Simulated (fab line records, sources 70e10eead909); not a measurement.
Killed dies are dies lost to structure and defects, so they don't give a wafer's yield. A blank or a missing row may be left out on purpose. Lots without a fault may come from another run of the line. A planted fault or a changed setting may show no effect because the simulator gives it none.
Which tool did it? | flow nand_harc | 13 lots, 39 wafers sampled, at 4 steps of a route of 1159

WHAT THE GAUGES READ, wafer by wafer
NHARC_P_ZERO_WELL_CD_MEAS_24: target cd 720 nm.
lot  | measured    | on        | cd_nm (nm)
L635 | day 1 14:21 | cd_sem-02 | 719.5 718.7 720.1
L636 | day 1 20:28 | cd_sem-02 | 721.9 721.4 721.0
L637 | day 2 02:35 | cd_sem-01 | 719.4 720.9 720.4
L638 | day 2 08:28 | cd_sem-01 | 720.1 721.2 723.7
L640 | day 2 20:31 | cd_sem-03 | 719.3 720.5 718.8
L641 | day 3 02:35 | cd_sem-03 | 720.6 718.9 719.8
L644 | day 3 20:37 | cd_sem-01 | - - -
L645 | day 4 02:35 | cd_sem-01 | 719.2 718.2 717.5
L649 | day 5 02:35 | cd_sem-02 | 720.5 720.1 720.7
L652 | day 5 20:41 | cd_sem-03 | 720.8 720.6 720.7
L654 | day 6 08:35 | cd_sem-01 | 719.7 720.2 720.6
L656 | day 6 20:38 | cd_sem-03 | 719.7 719.4 720.2
L657 | day 7 02:38 | cd_sem-02 | 722.3 720.8 721.5

NHARC_P_STI_OCD_MEAS_17.
lot  | measured    | on     | trench_depth_nm (nm) | trench_foot_cd_nm (nm)
L635 | day 2 11:35 | ocd-01 | 305 301 299          | 158.9 158.3 161.2
L636 | day 2 17:44 | ocd-02 | 308 308 303          | 155.6 153.6 157.3
L637 | day 3 01:09 | ocd-02 | 300 299 301          | 155.5 157.1 158.0
L638 | day 3 07:10 | ocd-02 | 296 306 300          | 154.4 156.3 157.4
L640 | day 3 20:14 | ocd-02 | 301 308 303          | 159.5 157.0 158.4
L641 | day 3 20:04 | ocd-01 | 301 304 303          | 157.6 157.5 158.7
L645 | day 5 02:04 | ocd-01 | 303 293 301          | 156.7 157.5 155.3
L649 | day 6 00:23 | ocd-01 | 305 300 302          | 154.3 157.7 156.1
L652 | day 6 21:15 | ocd-01 | 298 302 299          | 160.3 158.7 155.6
L654 | day 7 05:35 | ocd-02 | 301 306 304          | 155.6 155.6 155.1
L656 | day 7 17:43 | ocd-02 | 302 299 306          | 156.5 157.2 157.2
L657 | day 8 01:05 | ocd-02 | 297 293 300          | 156.2 158.7 156.0

WHICH TOOL RAN EACH LOT (tool, then ch and the chambers of the sampled wafers, then the start)
lot  | NHARC_P_ZERO_WELL_EXPOSE_21      | NHARC_P_ZERO_WELL_DESCUM_54
L635 | krf_scanner-01 ch 0, day 1 14:13 | rie_diel-08 ch 1,2, day 1 17:40
L636 | krf_scanner-01 ch 0, day 1 20:19 | rie_diel-13 ch 1,3, day 1 23:55
L637 | krf_scanner-04 ch 0, day 2 02:26 | rie_diel-13 ch 0,2,3, day 2 06:02
L638 | krf_scanner-04 ch 0, day 2 08:18 | rie_diel-08 ch 2,3, day 2 11:49
L640 | krf_scanner-04 ch 0, day 2 20:21 | rie_diel-13 ch 0,3, day 2 23:58
L641 | krf_scanner-02 ch 0, day 3 02:26 | rie_diel-05 ch 0,3, day 3 05:55
L644 | krf_scanner-01 ch 0, day 3 20:28 | rie_diel-05 ch 0,1,3, day 3 23:50
L645 | krf_scanner-02 ch 0, day 4 02:26 | rie_diel-08 ch 0,1, day 4 05:56
L649 | krf_scanner-01 ch 0, day 5 02:26 | rie_diel-05 ch 2,3, day 5 06:01
L652 | krf_scanner-02 ch 0, day 5 20:32 | rie_diel-13 ch 1,2,3, day 5 23:55
L654 | krf_scanner-01 ch 0, day 6 08:26 | rie_diel-05 ch 0,1,3, day 6 11:49
L656 | krf_scanner-04 ch 0, day 6 20:29 | rie_diel-08 ch 0,1,2, day 7 00:01
L657 | krf_scanner-02 ch 0, day 7 02:29 | rie_diel-13 ch 0,1, day 7 05:58
- NHARC_P_ZERO_WELL_EXPOSE_21: exposes mask P NWELL, target cd 720 nm.
- NHARC_P_ZERO_WELL_DESCUM_54: chemistry O2, time 3 s.

WHAT THE TOOLS THEMSELVES READ (means of the sampled wafers that have a number; where no wafer has one, the mark that the record gives instead)
NHARC_P_ZERO_WELL_EXPOSE_21.
lot  | tool           | focus_offset_nm (nm)
L635 | krf_scanner-01 | 1.3
L636 | krf_scanner-01 | 0.2
L637 | krf_scanner-04 | 0.6
L638 | krf_scanner-04 | -0.5
L640 | krf_scanner-04 | -0.7
L641 | krf_scanner-02 | 0.2
L644 | krf_scanner-01 | -0.1
L645 | krf_scanner-02 | -0.1
L649 | krf_scanner-01 | -0.0
L652 | krf_scanner-02 | 0.2
L654 | krf_scanner-01 | -0.1
L656 | krf_scanner-04 | 0.1
L657 | krf_scanner-02 | -0.6

NHARC_P_ZERO_WELL_DESCUM_54.
lot  | tool        | drypump_motor_current_A (A) | oes_product_au (a.u.) | rf_vpp_V (V) | showerhead_plenum_p_Torr (Torr) | throttle_valve_pct (%)
L635 | rie_diel-08 | 5.9                         | 0.997                 | 57.1         | 1.97                            | 11.310
L636 | rie_diel-13 | 5.6                         | 0.993                 | 57.8         | 2.02                            | 11.313
L637 | rie_diel-13 | 5.5                         | 0.999                 | 57.9         | 1.90                            | 11.310
L638 | rie_diel-08 | 5.8                         | 0.997                 | 58.5         | 1.99                            | 11.310
L640 | rie_diel-13 | 5.7                         | 1.001                 | 57.7         | 1.97                            | 11.309
L641 | rie_diel-05 | 6.3                         | 1.012                 | 58.0         | 1.94                            | 11.309
L644 | rie_diel-05 | 6.0                         | 0.999                 | 58.5         | 1.92                            | 11.314
L645 | rie_diel-08 | 5.8                         | 0.998                 | 57.1         | 1.92                            | 11.308
L649 | rie_diel-05 | 6.0                         | 0.995                 | 57.2         | 1.90                            | 11.306
L652 | rie_diel-13 | 5.4                         | 1.012                 | 57.4         | 1.95                            | 11.313
L654 | rie_diel-05 | 6.1                         | 1.001                 | 57.2         | 1.92                            | 11.311
L656 | rie_diel-08 | 5.8                         | 0.999                 | 57.5         | 1.96                            | 11.306
L657 | rie_diel-13 | 5.5                         | 1.008                 | 57.9         | 1.94                            | 11.308

THE ANSWER, worked out from the rows above alone
Rule: what is usual is taken from the lots themselves. Put in order of their means at a reading, lots are off if they are a third of the lots or fewer, leave a main group of 4 or more, and stand apart from it by a gap of 3 or more times the standard deviation of the main group's means; of several such gaps the widest counts. A main group whose means are all the same, to the digits that the tables above print for the reading, isn't used. A lot without any number at a reading at which 4 lots or more have one is off too. The other lots that the step has rows for count as sound. The gauges are gone through in route order, then the tools' own readings, and for those a lot's mean is taken as printed above. The first step at which some lot is off is used, and at that step the reading that is off furthest; a lot without a number counts as furthest.
Off: L644, at NHARC_P_ZERO_WELL_CD_MEAS_24 (cd_nm). Without a number there: L644. The main group: mean 720.2 nm, standard deviation 0.95.
A tool fits if, at a process step before that reading, it ran every lot that is off, and no sound lot after the first of them. The gauges at NHARC_P_ZERO_WELL_CD_MEAS_24 are tried like those tools. None of those tried fits.

WHAT THE SIMULATOR HAD PUT IN
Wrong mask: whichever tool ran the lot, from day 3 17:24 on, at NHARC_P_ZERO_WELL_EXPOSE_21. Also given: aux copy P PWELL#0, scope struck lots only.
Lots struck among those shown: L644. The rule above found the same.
